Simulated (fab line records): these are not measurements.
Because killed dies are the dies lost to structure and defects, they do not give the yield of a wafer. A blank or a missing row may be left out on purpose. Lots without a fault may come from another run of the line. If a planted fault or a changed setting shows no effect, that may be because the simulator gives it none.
Which of the tools did it?    flow n5Finfet    12 lots, 36 wafers sampled, at 2 steps of a route of 1938

WHAT THE GAUGES READ, wafer by wafer
N5_WELL_APT_CD_MEAS_08 targets a cd of 200 nm.
lot   measured     on        cdNm (nm)
L075  day 1 19:41  cdSem-01  201.2 202.3 199.3
L077  day 2 07:41  cdSem-01  203.1 204.7 202.8
L079  day 2 19:55  cdSem-03  196.4 197.2 198.2
L081  day 3 08:07  cdSem-03  203.9 203.2 202.6
L083  day 3 20:04  cdSem-03  199.4 198.1 196.6
L085  day 4 07:34  cdSem-02  203.5 203.9 200.7
L087  day 4 19:41  cdSem-03  200.0 198.1 199.8
L089  day 5 07:41  cdSem-02  199.3 199.8 202.6
L091  day 5 19:41  cdSem-03  201.1 203.2 202.2
L093  day 6 07:44  cdSem-02  196.7 196.9 198.5
L095  day 6 19:50  cdSem-01  202.0 198.1 200.9
L097  day 7 07:50  cdSem-01  201.8 202.9 203.3

WHICH TOOL RAN EACH LOT (tool, then ch and the chambers of the sampled wafers, then the start)
lot   N5_ZERO_LAYER_DESCUM_16
L075  rieDiel-01 ch 0,1,2, day 1 18:41
L077  rieDiel-01 ch 2,3, day 2 06:41
L079  rieDiel-01 ch 0,2, day 2 18:53
L081  rieDiel-01 ch 1,2,3, day 3 06:52
L083  rieDiel-04 ch 0,2,3, day 3 19:04
L085  rieDiel-03 ch 0,2, day 4 06:41
L087  rieDiel-01 ch 0,2,3, day 4 18:48
L089  rieDiel-04 ch 1,3, day 5 06:49
L091  rieDiel-04 ch 0,1,2, day 5 18:48
L093  rieDiel-01 ch 0,1,3, day 6 06:41
L095  rieDiel-03 ch 1,3, day 6 18:48
L097  rieDiel-01 ch 0,1,2, day 7 06:48
- N5_ZERO_LAYER_DESCUM_16: chemistry O2, time 7.9 s.

THE ANSWER, worked out from the rows above alone
Rule: usual is defined by the lots themselves. The widest of any qualifying gaps counts: lots, ordered by their means at a reading, are off when they make up no more than a third of the lots, leave a main group of 4 or more, and stand apart from it by 3 or more times the standard deviation of that group's means. A main group whose means are all the same, to the digits that the tables above print for the reading, isn't used. Also off: a lot with no number at a reading for which 4 or more lots have one. Where the step has rows for the other lots, those lots are counted as sound.
Nothing can be told from this: no lot is off at any reading shown.

WHAT THE SIMULATOR HAD PUT IN
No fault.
